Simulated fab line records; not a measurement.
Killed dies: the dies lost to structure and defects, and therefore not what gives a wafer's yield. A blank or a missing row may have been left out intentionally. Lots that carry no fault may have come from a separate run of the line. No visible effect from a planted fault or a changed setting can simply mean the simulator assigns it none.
fab line records	flow nandHarc
[record] lots = 14	wafers = 42	lastDay = 34
route steps=1302 shown A_M0@1147
lots untouched by any fault: they come from a run of this same line in which no faults occurred
startH: the number of hours between the record's first day and the start of the first shown wafer of the lot	waitH: hours since the lot's step before	" unchanged from the row above	L1.1+2: several wafers, shown together as one row	- no value present, or no start provided	* or withheld: withheld	< > ~ a bound
route shown NAME@n: NAME is a module with steps in the file, n the number in the route of the first one	usual: mean and standard deviation over wafers with no fault	same: alike in all rows	chamber/n: place in a boat	sites: the reading at each site	_std_site: how widely they spread, as a standard deviation	_edge_site: mean of outer sites minus mean of inner sites	radiusMm: for every site, how far away it sits from the centre of the wafer	mask NAME#n: copy n	behind: tool/chamber where the wafer was last shaped	hold: what put the lot on hold/how long, in hours/how the hold closed	device: the n, p or np transistor that did not switch	end of line: the tests these same wafers got at the end of their route	a step without rows: its recipe alone	killed: dies that structure and defects cost at the first sort, which is not the same as the wafer's yield	map: dies across one wafer; x = killed, . = not, _ = none there
set.NAME: the setting as run; set.NAME@STEP: as run at that earlier step	model.NAME: the simulator's own value behind a step, which no gauge read
one table for each step of the route and one row for each wafer, over a sample of lots
services: a tool's chamber out of use, with start hour (startH, from the record's first day; less than 0 if before it), hours out, and reason
[[steps]]
[step NHARC_A_M0_CD_MEAS_09]
[recipe] targetCdNm = 80	landingEnergyEv = 500
[usual] cdNm = 79.5/0.66
lot.wafer	tool	chamber	startH	waitH	cdNm
L532.1	cdSem-02	0	516.36	-	79.7
L532.5	"	0	"	"	78.7
L532.6	"	0	"	"	79.6
L534.2	cdSem-02	0	540.86	-	79.3
L534.4	"	0	"	"	80.1
L534.5	"	0	"	"	80.1
L535.1	cdSem-02	0	555.70	-	80.0
L535.3	"	0	"	"	78.4
L535.6	"	0	"	"	79.5
L536.3	cdSem-01	0	557.09	-	79.5
L536.4	"	0	"	"	79.5
L536.6	"	0	"	"	79.0
L537.2	cdSem-03	0	583.27	-	80.4
L537.4	"	0	"	"	81.0
L537.6	"	0	"	"	79.9
L544.3	cdSem-01	0	641.34	-	78.5
L544.4	"	0	"	"	79.3
L544.5	"	0	"	"	79.4
L546.2	cdSem-01	0	657.28	-	80.5
L546.3	"	0	"	"	78.8
L546.5	"	0	"	"	78.4
L545.1	cdSem-03	0	658.65	-	78.3
L545.2	"	0	"	"	78.4
L545.5	"	0	"	"	79.5
L550.1	cdSem-02	0	707.46	-	79.8
L550.3	"	0	"	"	79.4
L550.6	"	0	"	"	79.4
L551.1	cdSem-02	0	708.97	-	79.4
L551.3	"	0	"	"	78.6
L551.6	"	0	"	"	79.6
L552.1	cdSem-03	0	719.06	-	79.5
L552.4	"	0	"	"	80.2
L552.5	"	0	"	"	79.4
L553.1	cdSem-03	0	721.51	-	79.7
L553.3	"	0	"	"	80.4
L553.6	"	0	"	"	79.3
L554.2	cdSem-01	0	747.89	-	80.1
L554.4	"	0	"	"	80.1
L554.6	"	0	"	"	79.0
L555.1	cdSem-02	0	759.16	-	79.3
L555.3	"	0	"	"	79.3
L555.5	"	0	"	"	79.6
[step NHARC_A_M0_CD_MEAS_16]
[usual] cdNm = 79.5/0.97
lot.wafer	tool	chamber	startH	waitH	cdNm
L532.1	cdSem-01	-	516.85	-	79.9
L532.5	"	-	"	"	80.2
L532.6	"	-	"	"	78.9
L534.2	cdSem-03	-	541.35	-	79.9
L534.4	"	-	"	"	79.5
L534.5	"	-	"	"	80.2
L535.1	cdSem-02	-	556.19	-	80.1
L535.3	"	-	"	"	78.0
L535.6	"	-	"	"	79.2
L536.3	cdSem-01	-	557.57	-	79.1
L536.4	"	-	"	"	79.0
L536.6	"	-	"	"	79.8
L537.2	cdSem-01	-	583.76	-	79.8
L537.4	"	-	"	"	80.6
L537.6	"	-	"	"	79.7
L544.3	cdSem-01	-	641.87	-	79.2
L544.4	"	-	"	"	78.5
L544.5	"	-	"	"	80.3
L546.2	cdSem-03	-	657.81	-	80.8
L546.3	"	-	"	"	79.4
L546.5	"	-	"	"	79.0
L545.1	cdSem-01	-	659.18	-	78.3
L545.2	"	-	"	"	78.8
L545.5	"	-	"	"	78.7
L550.1	cdSem-01	-	707.94	-	80.7
L550.3	"	-	"	"	80.7
L550.6	"	-	"	"	79.3
L551.1	cdSem-01	-	709.46	-	79.6
L551.3	"	-	"	"	77.3
L551.6	"	-	"	"	79.1
L552.1	cdSem-02	-	719.59	-	79.4
L552.4	"	-	"	"	79.2
L552.5	"	-	"	"	79.4
L553.1	cdSem-01	-	722.00	-	80.6
L553.3	"	-	"	"	79.9
L553.6	"	-	"	"	80.5
L554.2	cdSem-02	-	748.38	-	80.1
L554.4	"	-	"	"	80.0
L554.6	"	-	"	"	78.5
L555.1	cdSem-02	-	759.64	-	79.1
L555.3	"	-	"	"	78.8
L555.5	"	-	"	"	78.9
[step NHARC_A_M0_STRIP_18]
[recipe] powerW = 1000	n2FlowSccm = 150	h2FlowSccm = 150	arFlowSccm = 0	biasW = 0	chemistry = N2/H2
[usual] biasW = 0/0	chamberPressureMTorr = 29.994/0.03	drypumpMotorCurrentA = 5.8/0.63	oesProductAu = 0.998/0.014	powerW = 999.9/2.8	rfVppV = 90.7/0.97	showerheadPlenumPTorr = 2.04/0.097	throttleValvePct = 14.170/0.0081
lot.wafer	tool	chamber	startH	waitH	biasW	chamberPressureMTorr	drypumpMotorCurrentA	oesProductAu	powerW	rfHoursCounterH	rfVppV	showerheadPlenumPTorr	throttleValvePct
L532.1	rieDiel-13	1	516.97	0.1	0	29.999	4.9	0.978	1000.0	5.9	91.2	2.11	14.183
L532.6	"	3	"	"	0	30.007	5.8	1.003	996.5	-	90.8	2.07	14.173
L532.5	"	0	"	"	0	29.956	5.1	1.003	999.8	-	89.4	1.90	14.191
L534.4	rieDiel-02	1	541.42	0.1	0	30.013	6.7	1.017	996.4	7.6	90.4	1.89	14.161
L534.2	"	2	"	"	0	29.989	6.5	1.011	999.6	7.9	91.1	2.02	14.162
L534.5	"	1	"	"	0	30.007	6.7	1.035	998.8	-	89.1	1.89	14.160
L535.1	rieDiel-04	1	556.29	0.1	0	30.024	5.8	1.019	1002.0	0.3	90.2	1.98	14.166
L535.3	"	3	"	"	0	30.073	5.0	0.983	1002.9	0.3	90.3	2.01	14.166
L535.6	"	1	"	"	0	30.021	5.7	1.018	998.6	-	90.9	1.99	14.172
L536.4	rieDiel-02	0	557.64	0.1	0	29.949	5.3	0.994	999.1	8.2	91.1	2.14	14.167
L536.3	"	2	"	"	0	29.998	6.6	1.003	996.8	9.1	91.3	2.01	14.171
L536.6	"	1	"	"	0	29.992	6.6	1.016	1001.4	-	90.7	1.89	14.176
L537.2	rieDiel-04	1	583.86	0.1	0	30.008	5.8	1.021	1005.8	3.3	90.7	1.98	14.161
L537.4	"	3	"	"	0	29.952	5.0	1.000	999.6	2.3	90.4	2.01	14.172
L537.6	"	1	"	"	0	29.988	5.7	1.030	1005.7	-	90.3	1.98	14.170
L544.3	rieDiel-02	2	641.94	0.1	-	-	-	-	-	-	-	-	-
L544.4	"	0	"	"	-	-	-	-	-	-	-	-	-
L544.5	"	2	"	"	-	-	-	-	-	-	-	-	-
L546.2	rieDiel-02	2	657.91	0.1	-	-	-	-	-	-	-	-	-
L546.3	"	0	"	"	-	-	-	-	-	-	-	-	-
L546.5	"	2	"	"	-	-	-	-	-	-	-	-	-
L545.1	rieDiel-02	0	659.26	0.1	0	29.973	5.3	1.031	994.1	4.1	90.4	2.14	14.155
L545.2	"	3	"	"	0	30.022	6.0	1.003	998.3	3.9	92.3	2.14	14.168
L545.5	"	1	"	"	0	29.967	6.7	1.001	1000.6	-	90.6	1.89	14.162
L550.3	rieDiel-02	1	708.02	0.1	0	29.993	6.7	1.003	1007.6	7.7	89.9	1.89	14.177
L550.1	"	2	"	"	0	30.000	6.6	1.000	1001.0	7.4	91.3	2.01	14.175
L550.6	"	2	"	"	0	29.997	6.5	0.992	1003.0	-	90.6	2.01	14.171
L551.3	rieDiel-02	0	709.53	0.1	0	30.032	5.3	1.002	998.5	6.9	89.6	2.14	14.170
L551.1	"	1	"	"	0	30.012	6.7	1.002	995.3	7.7	87.7	1.89	14.170
L551.6	"	1	"	"	0	29.929	6.7	1.004	999.5	-	89.5	1.88	14.159
L552.4	rieDiel-13	0	719.69	0.1	0	30.001	5.1	0.990	1000.4	0.4	88.3	1.90	14.184
L552.1	"	1	"	"	0	30.031	4.9	0.987	999.8	0.6	90.5	2.11	14.171
L552.5	"	0	"	"	0	29.947	5.1	0.987	992.5	-	89.8	1.90	14.170
L553.3	rieDiel-02	0	722.10	0.1	0	29.960	5.3	0.998	1005.1	7.1	91.8	2.14	14.163
L553.1	"	1	"	"	0	29.979	6.7	1.006	1000.0	8.0	91.5	1.89	14.168
L553.6	"	0	"	"	0	29.998	5.3	1.000	999.6	-	91.7	2.14	14.171
L554.4	rieDiel-04	3	748.45	0.1	0	30.002	5.1	0.989	1000.0	2.2	90.9	2.00	14.180
L554.2	"	0	"	"	0	30.008	6.2	0.990	999.8	1.3	91.1	2.08	14.152
L554.6	"	3	"	"	0	29.963	5.1	0.979	1003.7	-	90.5	2.00	14.159
L555.1	rieDiel-04	1	759.74	0.1	0	30.008	5.7	1.002	997.1	2.4	91.5	1.98	14.163
L555.3	"	3	"	"	0	29.980	5.0	0.977	1000.4	2.8	90.6	2.00	14.170
L555.5	"	0	"	"	0	29.907	6.2	0.987	1002.1	-	90.5	2.08	14.159
[step NHARC_A_M0_CMP_23]
[recipe] tOverpolishS = 20	targetThkNm = 113.75
[usual] motorCurrentA = 12.6/1.4	timeToEndpointS = 30.4/2.6
lot.wafer	tool	chamber	startH	waitH	motorCurrentA	timeToEndpointS
L532.1	cmp-02	2	518.59	-	13.6	31.1
L532.5	"	1	"	"	13.8	31.2
L532.6	"	2	"	"	14.1	29.0
L534.2	cmp-04	2	543.07	-	11.1	28.5
L534.4	"	0	"	"	15.1	30.8
L534.5	"	1	"	"	13.4	28.5
L535.3	cmp-02	1	557.95	-	14.5	29.0
L535.1	"	2	"	"	13.7	28.2
L535.6	"	3	"	"	13.5	29.3
L536.4	cmp-01	1	559.29	-	11.7	26.2
L536.3	"	3	"	"	14.1	31.3
L536.6	"	2	"	"	11.0	32.1
L537.2	cmp-01	1	585.51	-	11.9	27.6
L537.4	"	2	"	"	10.7	37.0
L537.6	"	0	"	"	10.9	34.4
L544.4	cmp-02	2	643.63	-	13.8	30.7
L544.3	"	3	"	"	13.3	31.4
L544.5	"	0	"	"	12.4	34.8
L546.3	cmp-04	1	659.54	-	13.7	30.1
L546.2	"	3	"	"	11.6	27.6
L546.5	"	0	"	"	15.3	33.9
L545.2	cmp-02	3	660.88	-	13.1	29.3
L545.1	"	2	"	"	14.2	30.5
L545.5	"	3	"	"	13.2	31.3
L550.3	cmp-02	3	709.69	-	13.3	30.5
L550.1	"	0	"	"	12.2	32.6
L550.6	"	3	"	"	13.6	29.9
L551.1	cmp-01	1	711.18	-	11.4	27.1
L551.3	"	2	"	"	10.8	32.1
L551.6	"	1	"	"	11.3	27.6
L552.4	cmp-02	0	721.35	-	11.8	34.6
L552.1	"	1	"	"	14.2	29.3
L552.5	"	3	"	"	12.8	29.5
L553.3	cmp-01	2	723.71	-	11.1	33.8
L553.1	"	1	"	"	11.8	28.4
L553.6	"	3	"	"	13.3	31.9
L554.2	cmp-04	1	750.33	-	14.0	30.5
L554.4	"	3	"	"	11.6	28.4
L554.6	"	0	"	"	14.6	31.4
L555.3	cmp-02	3	761.40	-	13.6	26.0
L555.1	"	1	"	"	13.9	25.2
L555.5	"	3	"	"	12.9	24.1
[[services]]
tool	chamber	startH	hours	kind
cmp-02	-	495.29	2.1	repair
cmp-04	-	503.08	4.0	pm
cmp-02	-	531.07	4.0	pm
rieDiel-04	-	531.90	9.0	pm
cmp-01	-	533.28	4.0	pm
rieDiel-02	-	570.70	9.0	pm
rieDiel-04	3	571.89	9.2	repair
cmp-01	-	588.37	0.3	repair
cmp-04	-	601.08	4.0	pm
cmp-01	-	614.30	0.9	repair
cmp-02	-	622.13	9.3	repair
rieDiel-02	-	622.20	0.4	repair
rieDiel-04	2	626.79	2.9	repair
cmp-01	-	631.28	4.0	pm
rieDiel-04	2	653.33	14.9	repair
cmp-01	-	657.81	4.5	repair
cmp-01	-	674.38	1.5	repair
rieDiel-04	-	708.90	9.0	pm
rieDiel-02	0	713.25	7.4	repair
cmp-01	-	719.82	2.1	repair
cmp-01	-	729.28	4.0	pm
cmp-02	-	729.42	4.0	pm
rieDiel-02	-	747.70	9.0	pm
cmp-02	-	752.02	6.5	repair
[[key]]
[firstSign] step = NHARC_A_M0_STRIP_18	reading = toolRecord	direction = missing
effect none on later readings
metAt NHARC_A_M0_STRIP_18
struckLots L544,L546
laterRowsLeftOut L544.3,L544.4,L544.5,L546.2,L546.3,L546.5
sortLeftOut L544.3,L544.4,L544.5,L546.2,L546.3,L546.5
notActingAt NHARC_A_M0_CD_MEAS_09,NHARC_A_M0_CD_MEAS_16,NHARC_A_M0_CMP_23
onsetBetween 557.64 641.94
[fault] kind = skippedStepWhole	tool = rieDiel-02	chamber = -	onsetH = 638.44	steps = NHARC_A_M0_STRIP_18	scope = struckLotsOnly
// sortLeftOut: the simulated sort isn't trusted on such a fault, so these wafers' sort isn't shown, and their yield isn't known
// laterRowsLeftOut: the simulator's readings of these wafers behind a module that went badly wrong aren't trusted and aren't shown, but for the sort
